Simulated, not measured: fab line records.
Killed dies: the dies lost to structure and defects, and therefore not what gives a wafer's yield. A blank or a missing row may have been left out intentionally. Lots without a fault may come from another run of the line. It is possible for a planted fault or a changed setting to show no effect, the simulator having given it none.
One fault through the eyes of 2 desks ; flow n5 finfet ; only its own numbers are on each desk; what lay behind them is given at the end

## THE TOOL OWNER'S DESK: litho track-03
The tool's own readings at N5_DUMMY_GATE_COAT_09 (resist thk 30 nm): means of the sampled wafers that have a number, for each lot that ran on this tool. If a lot's mean is further than 4 standard deviations from the usual mean, the lot is out of limits and carries the mark OUT (the distance appears in the brackets).
Columns: A = spin speed rpm at N5_DUMMY_GATE_COAT_09, usual 1500.2 rpm
lot;first seen here;A
L565;day 3 08:07;1501.0
L571;day 4 16:29;1337.7 (-99 or more) OUT
L574;day 5 09:04;1337.8 (-99 or more) OUT
L573;day 5 09:40;1337.1 (-99 or more) OUT
Finding of this desk: L571, L573, L574 out of limits; the first was L571 at day 4 16:29, on spin speed rpm at N5_DUMMY_GATE_COAT_09. Within limits: L565.

## METROLOGY DESK
What the gauges read, lot by lot, whatever tool the lot ran on: means of the sampled wafers that have a number. If a lot's mean is further than 4 standard deviations from the usual mean, the lot is out of limits and carries the mark OUT (the distance appears in the brackets). Of its 10 readings 7 are shown: those that lie furthest out on some lot.
Columns: A = DIBL_P at N5_BEOL_M4_RC_MEAS_101, usual 36.5 mV/V; B = IOFF_N at N5_BEOL_M4_RC_MEAS_101, usual 0.154 nA/um; C = IOFF_P at N5_BEOL_M4_RC_MEAS_101, usual 0.202 nA/um; D = ION_P at N5_BEOL_M4_RC_MEAS_101, usual 460 uA/um; E = SS_N at N5_BEOL_M4_RC_MEAS_101, usual 71.6 mV/dec; F = SS_P at N5_BEOL_M4_RC_MEAS_101, usual 73.4 mV/dec; G = VT_P at N5_BEOL_M4_RC_MEAS_101, usual -251.4 mV
lot;first seen here;A;B;C;D;E;F;G
L565;day 8 04:36;35.2;0.151;0.180;457;71.6;73.1;-253.5
L571;day 10 04:13;34.7;0.154;0.183;452;71.5;73.1;-255.2
L574;day 10 04:43;34.1;0.132;0.191;465;71.1;72.4;-251.5
L573;day 10 08:14;37.2;0.155;0.198;457;71.8;73.0;-252.3
L579;day 11 21:33;36.6;0.176;0.230;462;71.8;73.4;-248.9
This desk's finding: nothing out of limits on any of the 5 lots.

## TAKEN TOGETHER
The tool owner's desk could have raised an alarm at day 4 16:29, on L571, L573, L574.
From the metrology desk's view, nothing was out of limits.
The metrology desk has L571, L573, L574 on record, within its limits.
All the named lots went through N5_DUMMY_GATE_COAT_09 on litho track-03.

## WHAT THE SIMULATOR HAD INSERTED
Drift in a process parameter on litho track-03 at N5_DUMMY_GATE_COAT_09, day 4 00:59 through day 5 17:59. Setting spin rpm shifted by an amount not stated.
Lots struck among those shown: L571, L573, L574.
Hours from the fault's start to each desk's first reading out of limits: the tool owner's desk, 16.
